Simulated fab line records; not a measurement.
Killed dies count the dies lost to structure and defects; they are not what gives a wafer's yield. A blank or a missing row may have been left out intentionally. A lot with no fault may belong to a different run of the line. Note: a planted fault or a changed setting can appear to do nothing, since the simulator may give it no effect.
What tool caused it?    flow nandHarc    Sampling: 10 lots, 30 wafers, 9 of 1302 route steps

WHAT THE GAUGES READ, wafer by wafer
NHARC_A_CHANNEL_HOLE_D1_CD_MEAS_10 targets a cd of 100 nm.
lot   measured      on        cdNm (nm)
L749  day 8 13:23   cdSem-03  100.5 100.0 100.0
L750  day 8 19:41   cdSem-01  100.1 100.5 99.4
L751  day 9 10:34   cdSem-02  99.9 100.2 99.8
L758  day 12 03:03  cdSem-03  100.4 100.2 101.0
L763  day 14 12:00  cdSem-02  100.5 100.5 100.5
L766  day 15 10:32  cdSem-01  93.4 93.4 100.8
L767  day 16 07:12  cdSem-02  92.5 92.0 99.3
L770  day 17 01:38  cdSem-03  100.6 99.9 99.9
L769  day 17 01:47  cdSem-03  100.2 99.7 100.3
L772  day 18 09:37  cdSem-03  100.2 100.3 100.7

NHARC_A_CHANNEL_HOLE_D1_CD_MEAS_18.
lot   measured      on        cdNm (nm)
L749  day 8 14:40   cdSem-03  98.7 97.9 98.4
L750  day 8 20:59   cdSem-03  99.4 98.2 96.2
L751  day 9 11:52   cdSem-03  97.6 99.1 96.4
L758  day 12 04:21  cdSem-01  97.2 98.4 98.3
L763  day 14 13:18  cdSem-01  98.7 99.7 102.1
L766  day 15 12:16  cdSem-01  92.5 92.1 100.5
L767  day 16 08:29  cdSem-02  91.0 91.1 99.3
L770  day 17 03:05  cdSem-02  100.0 98.4 98.5
L769  day 17 03:31  cdSem-02  99.3 100.7 100.2
L772  day 18 10:55  cdSem-02  98.2 99.1 97.8

NHARC_A_CHANNEL_HOLE_D1_CD_MEAS_30.
lot   measured      on        cdNm (nm)
L749  day 8 20:38   cdSem-01  92.4 89.2 90.7
L750  day 9 02:34   cdSem-01  89.3 89.9 89.2
L751  day 9 18:35   cdSem-03  89.0 89.2 89.5
L758  day 12 10:26  cdSem-02  90.3 88.9 90.0
L763  day 14 23:25  cdSem-01  89.8 89.8 91.5
L766  day 15 18:01  cdSem-01  84.0 83.0 91.2
L767  day 16 15:15  cdSem-03  82.7 81.7 88.2
L770  day 17 11:47  cdSem-02  91.1 91.7 88.8
L769  day 17 15:44  cdSem-03  91.9 90.5 91.1
L772  day 18 16:31  cdSem-03  89.3 89.8 91.3

NHARC_END_SORT_01.
lot   measured      on         killedAtArray  killedAtOther  killedAtPeriphery  killedDies  killedOpen  killedShort
L767  day 32 21:47  prober-02  48             1              3                  52          2           2

EACH LOT AND THE TOOL THAT RAN IT (in order: tool; ch and the chambers of the sampled wafers; start)
lot   NHARC_A_CHANNEL_HOLE_D1_DEP_00  NHARC_A_CHANNEL_HOLE_D1_PEB_08    NHARC_A_CHANNEL_HOLE_D1_ETCH_20  NHARC_A_CHANNEL_HOLE_D1_STRIP_27              NHARC_A_CHANNEL_HOLE_D1_XSEM_31
L749  aclDep-01 ch 0, day 8 10:44     lithoTrack-04 ch 0, day 8 13:18   harEtch-01 ch 0,1, day 8 15:13   rieDiel-05 ch 0,2,3, day 8 20:38 or earlier   xsem-02 ch 0, day 8 20:44
L750  aclDep-01 ch 0, day 8 17:00     lithoTrack-06 ch 0, day 8 19:37   harEtch-02 ch 0,1, day 8 21:10   rieDiel-12 ch 2,3, day 9 02:34 or earlier     xsem-01 ch 0, day 9 02:40
L751  aclDep-03 ch 0, day 9 08:14     lithoTrack-06 ch 0, day 9 10:29   harEtch-02 ch 0,1, day 9 13:13   rieDiel-12 ch 0,1,2, day 9 18:35 or earlier   xsem-02 ch 0, day 9 18:41
L758  aclDep-03 ch 0, day 12 00:32    lithoTrack-04 ch 0, day 12 02:59  harEtch-02 ch 0,1, day 12 04:32  rieDiel-05 ch 0,1,2, day 12 10:26 or earlier  xsem-01 ch 0, day 12 10:31
L763  aclDep-01 ch 0, day 14 09:17    lithoTrack-04 ch 0, day 14 11:55  harEtch-02 ch 1, day 14 13:59    rieDiel-12 ch 0,1,2, day 14 23:25 or earlier  xsem-01 ch 0, day 14 23:29
L766  aclDep-03 ch 0, day 15 07:51    lithoTrack-04 ch 0, day 15 10:27  harEtch-01 ch 0,1, day 15 12:37  rieDiel-05 ch 0,1,2, day 15 18:01 or earlier  xsem-01 ch 0, day 15 18:07
L767  aclDep-01 ch 0, day 16 04:35    lithoTrack-04 ch 0, day 16 07:07  harEtch-01 ch 0,1, day 16 09:49  rieDiel-12 ch 0,1,2, day 16 15:15 or earlier  xsem-02 ch 0, day 16 15:20
L770  aclDep-02 ch 0, day 16 22:59    lithoTrack-01 ch 0, day 17 01:33  harEtch-01 ch 0,1, day 17 06:18  rieDiel-01 ch 0,2, day 17 11:47 or earlier    xsem-02 ch 0, day 17 11:53
L769  aclDep-01 ch 0, day 16 23:08    lithoTrack-06 ch 0, day 17 01:42  harEtch-02 ch 1, day 17 10:11    rieDiel-12 ch 0,2, day 17 15:44 or earlier    xsem-01 ch 0, day 17 15:49
L772  aclDep-01 ch 0, day 18 06:59    lithoTrack-06 ch 0, day 18 09:32  harEtch-02 ch 0,1, day 18 11:06  rieDiel-12 ch 0,1,2, day 18 16:31 or earlier  xsem-02 ch 0, day 18 16:36
- NHARC_A_CHANNEL_HOLE_D1_DEP_00: deposits aC, target thk 3100 nm.
- NHARC_A_CHANNEL_HOLE_D1_PEB_08: peb time 65 s.
- NHARC_A_CHANNEL_HOLE_D1_ETCH_20: etches the open film in C4F8/O2/Ar, time 361.9 s, target depth 1600 nm.
- NHARC_A_CHANNEL_HOLE_D1_STRIP_27: strips in O2.
- NHARC_A_CHANNEL_HOLE_D1_XSEM_31

WHAT THE TOOLS THEMSELVES READ (means of the sampled wafers that have a number; where no wafer has one, the mark that the record gives instead)
NHARC_A_CHANNEL_HOLE_D1_DEP_00.
lot   tool       throttleValvePct (%)
L749  aclDep-01  34.996
L750  aclDep-01  35.001
L751  aclDep-03  35.000
L758  aclDep-03  34.994
L763  aclDep-01  34.996
L766  aclDep-03  34.998
L767  aclDep-01  35.003
L770  aclDep-02  35.000
L769  aclDep-01  34.997
L772  aclDep-01  34.998

NHARC_A_CHANNEL_HOLE_D1_PEB_08.
lot   tool           heaterPowerTotalW (W)  resistLineTempC (C)
L749  lithoTrack-04  156.8                  23.02
L750  lithoTrack-06  157.0                  23.04
L751  lithoTrack-06  156.9                  22.94
L758  lithoTrack-04  156.5                  23.06
L763  lithoTrack-04  156.6                  23.24
L766  lithoTrack-04  171.3                  23.06
L767  lithoTrack-04  171.9                  23.10
L770  lithoTrack-01  156.8                  23.05
L769  lithoTrack-06  156.6                  23.01
L772  lithoTrack-06  156.4                  22.99

NHARC_A_CHANNEL_HOLE_D1_ETCH_20.
lot   tool        drypumpMotorCurrentA (A)  showerheadPlenumPTorr (Torr)  throttleValvePct (%)
L749  harEtch-01  5.1                       3.78                          32.161
L750  harEtch-02  6.3                       3.67                          32.156
L751  harEtch-02  6.3                       3.66                          32.155
L758  harEtch-02  6.3                       3.65                          32.156
L763  harEtch-02  6.1                       3.73                          32.153
L766  harEtch-01  5.2                       3.78                          32.150
L767  harEtch-01  5.2                       3.78                          32.152
L770  harEtch-01  5.2                       3.76                          32.157
L769  harEtch-02  6.1                       3.71                          32.171
L772  harEtch-02  6.5                       3.85                          32.164

NHARC_A_CHANNEL_HOLE_D1_STRIP_27.
lot   tool        drypumpMotorCurrentA (A)  oesProductAu (a.u.)  rfVppV (V)  showerheadPlenumPTorr (Torr)  throttleValvePct (%)
L749  rieDiel-05  5.2                       1.001                58.3        3.61                          17.041
L750  rieDiel-12  6.0                       0.992                56.9        3.44                          17.037
L751  rieDiel-12  5.8                       0.994                58.3        3.53                          17.032
L758  rieDiel-05  5.4                       0.995                57.7        3.57                          17.027
L763  rieDiel-12  5.8                       1.002                57.3        3.53                          17.036
L766  rieDiel-05  5.4                       0.995                58.3        3.55                          17.041
L767  rieDiel-12  5.8                       0.998                57.9        3.53                          17.042
L770  rieDiel-01  5.5                       1.012                58.0        3.58                          17.039
L769  rieDiel-12  6.0                       0.994                58.0        3.52                          17.038
L772  rieDiel-12  5.8                       0.994                58.7        3.53                          17.037

NHARC_A_CHANNEL_HOLE_D1_XSEM_31.
lot   tool     botCdNm (nm)  bowNm (nm)  tiltDeg (degrees)
L749  xsem-02  76.1          8.5         0.09
L750  xsem-01  74.3          8.3         0.09
L751  xsem-02  73.6          8.1         0.08
L758  xsem-01  74.2          8.7         0.05
L763  xsem-01  74.7          9.0         0.03
L766  xsem-01  70.5          8.8         0.21
L767  xsem-02  68.9          8.0         0.11
L770  xsem-02  74.2          9.2         0.09
L769  xsem-01  76.9          9.2         0.07
L772  xsem-02  74.5          9.0         0.14

THE ANSWER, worked out from the rows above alone
Rule: the usual values come from the lots themselves. The widest of any qualifying gaps counts: lots, ordered by their means at a reading, are off when they make up no more than a third of the lots, leave a main group of 4 or more, and stand apart from it by 3 or more times the standard deviation of that group's means. A main group whose means are all the same, to the digits that the tables above print for the reading, isn't used. Also off: a lot with no number at a reading for which 4 or more lots have one. All remaining lots with rows at the step are treated as sound. After the gauges, taken in route order, come the tools' own readings; for these a lot's mean is taken, as printed above. The first step at which some lot is off is used, and at that step the reading that is off furthest; a lot without a number counts as furthest.
Off, at NHARC_A_CHANNEL_HOLE_D1_CD_MEAS_10 on cdNm: L766, L767. The main group has a mean of 100.2 nm with a standard deviation of 0.21.
A tool fits if, at a process step before that reading, it ran every lot that is off, and no sound lot after the first of them. Not tried: the gauges at NHARC_A_CHANNEL_HOLE_D1_CD_MEAS_10; whatever is off there is also off at NHARC_A_CHANNEL_HOLE_D1_PEB_08, on other tools, and gauge error can't account for it. One candidate fits, namely lithoTrack-04 at NHARC_A_CHANNEL_HOLE_D1_PEB_08. Its last sound lot is L763 (day 14 11:55), its first lot that is off L766 (day 15 10:27): a fault that began between those two fits.
The tool's own readings at NHARC_A_CHANNEL_HOLE_D1_PEB_08 bear it out: on the lots that are off they differ by more than 5 times the standard deviation of the sound lots' means. heaterPowerTotalW reads 171.6 W there against 156.7 W on the sound lots.

WHAT HAD BEEN PUT IN BY THE SIMULATOR
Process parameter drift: lithoTrack-04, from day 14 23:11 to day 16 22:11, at NHARC_A_CHANNEL_HOLE_D1_PEB_08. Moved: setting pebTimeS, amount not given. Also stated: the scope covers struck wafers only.
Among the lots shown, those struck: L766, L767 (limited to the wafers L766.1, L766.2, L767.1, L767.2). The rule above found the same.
